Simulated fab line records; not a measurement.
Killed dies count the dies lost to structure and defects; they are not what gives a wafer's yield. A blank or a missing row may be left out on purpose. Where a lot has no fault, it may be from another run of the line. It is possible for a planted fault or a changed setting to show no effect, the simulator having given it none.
2 desks looking at one fault + flow n5Finfet + numbers are kept per desk, each desk with only its own; the story behind them comes last

## FROM THE METROLOGY DESK
What the gauges read for every lot (on any tool): the sampled wafers with a number, averaged. If a lot's mean is further than 4 standard deviations from the usual mean, the lot is out of limits and carries the mark OUT (the distance appears in the brackets).
Columns: A = cdNm at N5_BEOL_M10_CD_MEAS_11, usual 64.5 nm
| lot  | first seen here | A    |
|------|-----------------|------|
| L452 | day 11 07:20    | 64.5 |
| L456 | day 11 07:34    | 64.3 |
| L455 | day 11 07:56    | 65.1 |
| L453 | day 11 17:12    | 64.5 |
| L460 | day 13 08:25    | 64.7 |
| L462 | day 13 09:10    | 64.3 |
| L464 | day 13 18:10    | 64.5 |
| L468 | day 14 08:56    | 64.0 |
| L467 | day 14 20:36    | 64.0 |
| L472 | day 16 04:16    | 65.2 |
| L470 | day 16 04:38    | 64.3 |
This desk's finding: nothing out of limits on any of the 11 lots.

## AT THE TOOL OWNER'S DESK: lithoTrack-01
The tool's own readings at N5_BEOL_M10_COAT_05 (resist thk 90 nm): means of the sampled wafers that have a number, for each lot that ran on this tool. If a lot's mean is further than 4 standard deviations from the usual mean, the lot is out of limits and carries the mark OUT (the distance appears in the brackets).
Columns: A = chillPlateTempC at N5_BEOL_M10_COAT_05, usual 22.98 C; B = spinSpeedRpm at N5_BEOL_M10_COAT_05, usual 1500.2 rpm
| lot  | first seen here | A     | B                        |
|------|-----------------|-------|--------------------------|
| L455 | day 11 07:34    | 23.04 | 1500.1                   |
| L453 | day 11 16:50    | 22.98 | 1499.5                   |
| L460 | day 13 08:03    | 23.06 | 1500.6                   |
| L462 | day 13 08:47    | 23.04 | 1499.9                   |
| L464 | day 13 17:47    | 22.97 | 1348.2 (-99 or more) OUT |
| L467 | day 14 19:10    | 22.98 | 1347.9 (-99 or more) OUT |
This desk's finding: out of limits on L464, L467; first on L464, day 13 17:47 (spinSpeedRpm at N5_BEOL_M10_COAT_05). Within limits: L455, L453, L460, L462.

## BROUGHT TOGETHER
The tool owner's desk had the chance to raise an alarm at day 13 17:47 on L464, L467.
From the metrology desk's view, nothing was out of limits.
The metrology desk has L464, L467 on record, within its limits.
N5_BEOL_M10_COAT_05 was run on lithoTrack-01 by each of the lots named.

## WHAT THE SIMULATOR HAD INSERTED
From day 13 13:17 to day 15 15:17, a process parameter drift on lithoTrack-01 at N5_BEOL_M10_COAT_05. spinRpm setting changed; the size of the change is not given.
Shown lots that were struck: L464, L467.
Delay in hours, fault start to first out-of-limits reading, by desk: the tool owner's desk at 4.
